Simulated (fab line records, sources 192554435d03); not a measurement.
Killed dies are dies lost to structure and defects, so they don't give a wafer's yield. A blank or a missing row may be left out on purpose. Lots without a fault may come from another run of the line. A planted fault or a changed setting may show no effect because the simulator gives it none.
Problem report in the 8D (eight disciplines) form, filled by code | flow n5_finfet | the parts of the form that need people (team, actions taken, sign-off) are left out

1. THE PROBLEM
temp_c at N5_BEOL_M6_STRIP_19 reads a mean of 39.43 C on 1 wafer of 1 lot; wafers without a fault read 39.99 C with a standard deviation of 0.11. That is -5.1 standard deviations from the usual mean.
The step: strips in O2.
First seen on wafer L681.1, day 10 13:44, on rie_diel-06. The record holds 15 wafers of 5 lots with a number at this step. Rule for "out", or "out of limits": more than 4 standard deviations from the usual mean. The other wafers with a number count as sound.

2. WHAT IT IS AND WHAT IT IS NOT
question                    | is                | is not
which readings at this step | temp_c            | drypump_motor_current_A, oes_product_au, rf_vpp_V, showerhead_plenum_p_Torr, throttle_valve_pct
which lots                  | L681              | L675, L688, L692, L693
which wafers of those lots  | L681.1            | L681.3, L681.6
read on which tools         | rie_diel-06       | rie_diel-03, rie_diel-04
when                        | from day 10 13:44 | up to then (5 sound wafers); but 9 sound wafers of L688, L692, L693 came after

3. SUSPECTS, AND WHAT RULES EACH OUT
Counting: a tool at a process step up to the reading stays a suspect if it ran every lot that is out. Sound lots after the first of them don't rule it out here, since some wafers of a struck lot are sound.
- rie_diel-06 at N5_BEOL_M6_DESCUM_16 (chemistry O2, time 7.9 s): kept. It ran the lot that is out, L681 (day 10 13:16).
- rie_diel-06 at N5_BEOL_M6_ETCH_61 (etches SiARC in CF4, target depth 45.5 nm, time 75.8 s): kept. It ran the lot that is out, L681 (day 10 13:18).
- rie_diel-06 at N5_BEOL_M6_ETCH_62 (etches SOC in N2/H2, target depth 110 nm, overetch 22 nm, time 165 s): kept. It ran the lot that is out, L681 (day 10 13:22).
- rie_diel-06 at N5_BEOL_M6_STRIP_67 (strips in CF4): kept. It ran the lot that is out, L681 (day 10 13:31).
- rie_metal-01 at N5_BEOL_M6_HM_OPEN_17 (chemistry Cl2/BCl3, target TiN, target depth 20 nm, overetch 6 nm): kept. It ran the lot that is out, L681 (day 10 13:37); its last sound lot up to then is L675 (day 8 23:44).
- rie_diel-06 at N5_BEOL_M6_STRIP_19 (strips in O2): kept. It ran the lot that is out, L681 (day 10 13:44). Its own readings are out on those wafers: temp_c.
- Within rie_diel-06 at N5_BEOL_M6_DESCUM_16: the wafers that are out ran in chamber 2; their sound lot-mates ran in chambers 0, 1.
- Within rie_diel-06 at N5_BEOL_M6_ETCH_61: the wafers that are out ran in chamber 2; their sound lot-mates ran in chambers 0, 1.
- Within rie_diel-06 at N5_BEOL_M6_ETCH_62: the wafers that are out ran in chamber 2; their sound lot-mates ran in chambers 0, 1.
- Within rie_diel-06 at N5_BEOL_M6_STRIP_67: the wafers that are out ran in chamber 2; their sound lot-mates ran in chambers 0, 1.
- Within rie_diel-06 at N5_BEOL_M6_STRIP_19: the wafers that are out ran in chamber 1; their sound lot-mates ran in chambers 0, 2.
Left after counting: rie_diel-06 at N5_BEOL_M6_DESCUM_16, rie_diel-06 at N5_BEOL_M6_ETCH_61, rie_diel-06 at N5_BEOL_M6_ETCH_62, rie_diel-06 at N5_BEOL_M6_STRIP_67, rie_metal-01 at N5_BEOL_M6_HM_OPEN_17, rie_diel-06 at N5_BEOL_M6_STRIP_19.

4. THE CAUSE (what the simulator had put in)
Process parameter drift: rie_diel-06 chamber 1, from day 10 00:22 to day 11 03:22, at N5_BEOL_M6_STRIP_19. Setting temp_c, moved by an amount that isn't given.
Counting left 6 suspects, and this tool is among them.

5. THE CHAIN OF EFFECTS, in route order
Each row: a reading whose mean over the struck wafers that have a number lies more than 3 standard deviations from the usual. Only readings for which the record gives a usual standard deviation are gone through. hours: the time from each lot's start at the first step in this table that gives one to its start at this step, as a median over the lots. sigmas: the change in usual standard deviations.
hours | step                | reading | usual   | on struck wafers | change | sigmas
0     | N5_BEOL_M6_STRIP_19 | temp_c  | 39.99 C | 39.43            | -0.56  | -5.1
The process steps in it:
- N5_BEOL_M6_STRIP_19: strips in O2.
Later measuring or inspecting steps at which every struck wafer that the step has a row for has a number for every such reading, and none has moved that far: N5_BEOL_M6_CD_MEAS_18.

6. WHAT WOULD HAVE CAUGHT IT SOONER
In this record the first reading out of limits was taken at day 10 13:44, 13 hours after the fault began at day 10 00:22.
